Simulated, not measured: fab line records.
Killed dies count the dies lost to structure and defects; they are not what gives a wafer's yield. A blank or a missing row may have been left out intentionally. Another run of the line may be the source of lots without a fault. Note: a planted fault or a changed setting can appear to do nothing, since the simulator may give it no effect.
Split-lot study ; flow n5_finfet ; route with 1938 steps; 7 lots, 21 wafers read

## THE SPLIT ITSELF
At N5_FIN_SAQP_SPACER1_ALD_24 (deposits SiO2, target thk 20.3 nm, pulse time 1 s, purge time 2 s), the setting temp_c was moved away from the recipe's 300 C on 10 of the 21 wafers read, by -2.3% to +3.7%. This setting was run at the recipe's value on the other wafers.

The reading is taken at the split's own step.

## THE READING
SiO2_of_FIN_SAQP_SPACER1_ALD_24.thk_nm (the simulator's own value, which no gauge read), in nm, at N5_FIN_SAQP_SPACER1_ALD_24 (deposits SiO2, target thk 20.3 nm, pulse time 1 s, purge time 2 s). The file gives no usual value for it. Here, 11 wafers ran the recipe; their average is 20.4 nm with a standard deviation of 0.057 nm.

wafer;tool, chamber at the split;temp_c as run, C;against the recipe;SiO2_of_FIN_SAQP_SPACER1_ALD_24.thk_nm, nm;against lot-mates on the recipe
L077.1;ald_sin-02, 1;308.4;+2.8%;20;-0.3
L077.2;ald_sin-02, 3;300;recipe;20.2;-
L077.4;ald_sin-02, 0;300;recipe;20.4;-
L079.2;ald_sin-01, 3,0,3;300;recipe;20.4;-
L079.4;ald_sin-01, 3,0,3;300;recipe;20.4;-
L079.6;ald_sin-01, 3,0,3;300;recipe;20.4;-
L081.2;ald_sin-02, 3,1;300;recipe;20.4;-
L081.5;ald_sin-02, 3,1;300;recipe;20.4;-
L081.4;ald_sin-02, 1;294.7;-1.8%;20.8;+0.4
L083.2;ald_sin-02, 1,0;304.1;+1.4%;20;-0.4
L083.5;ald_sin-02, 1,0;304.1;+1.4%;20;-0.4
L083.6;ald_sin-02, 3;300;recipe;20.4;-
L090.1;ald_sin-01, 1,0,3;293.2;-2.3%;20.8;no lot-mate on the recipe
L090.3;ald_sin-01, 1,0,3;293.2;-2.3%;20.8;no lot-mate on the recipe
L090.4;ald_sin-01, 1,0,3;293.2;-2.3%;20.8;no lot-mate on the recipe
L091.2;ald_sin-03, 2;296.4;-1.2%;20.6;+0.2
L091.4;ald_sin-03, 0,3;300;recipe;20.4;-
L091.6;ald_sin-03, 0,3;300;recipe;20.4;-
L092.1;ald_sin-03, 1;300;recipe;20.4;-
L092.5;ald_sin-03, 3,0;311.2;+3.7%;20;-0.4
L092.6;ald_sin-03, 3,0;311.2;+3.7%;20;-0.4
Where a row lists several chambers, the file gives one row for several wafers and doesn't say which wafer went through which chamber.

FIT RESULTS
A straight line over all 21 wafers: SiO2_of_FIN_SAQP_SPACER1_ALD_24.thk_nm changes by -0.149 nm for each +1% of temp_c; r = -0.93; the points scatter about the line by 0.1 nm.
The same after taking each lot's own level away (the mean of its wafers on the recipe; 18 wafers): -0.134 nm for each +1%; r = -0.90; scatter 0.1 nm.
Per that fit: largest temp_c move, reading shift of 0.5 nm.
The span of the lots' own levels, 20.30 to 20.40 nm, comes to 1.7 times the standard deviation stated above.
So the lot-to-lot level changes the slope: the two fits differ.
Check: for one of the wafers moved furthest among these (+3.7%), held out of the fit, the line's prediction against its lot-mates is -0.543 nm. Against them it came out at -0.4 nm.

## THE OTHER SPLITS THESE WAFERS WENT THROUGH
These wafers also went through other splits before the reading. Each is held against what the fit with the lots' levels taken away leaves over:
other split on the same wafers;wafers away from the commonest value;r with SiO2_of_FIN_SAQP_SPACER1_ALD_24.thk_nm (lot level and that fit taken away)
N5_ZERO_LAYER_EXPOSE_08 dose_mj;8;+0.18
N5_ZERO_LAYER_DEVELOP_10 develop_time_s;13;-0.28
N5_WELL_APT_COAT_19 spin_rpm;6;-0.37
N5_WELL_APT_PEB_23 peb_temp_c;4;-0.24

## FILE'S OWN FIT
SiO2_of_FIN_SAQP_SPACER1_ALD_24.thk_nm changes by -0.136 nm for each +1% of temp_c, r = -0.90.
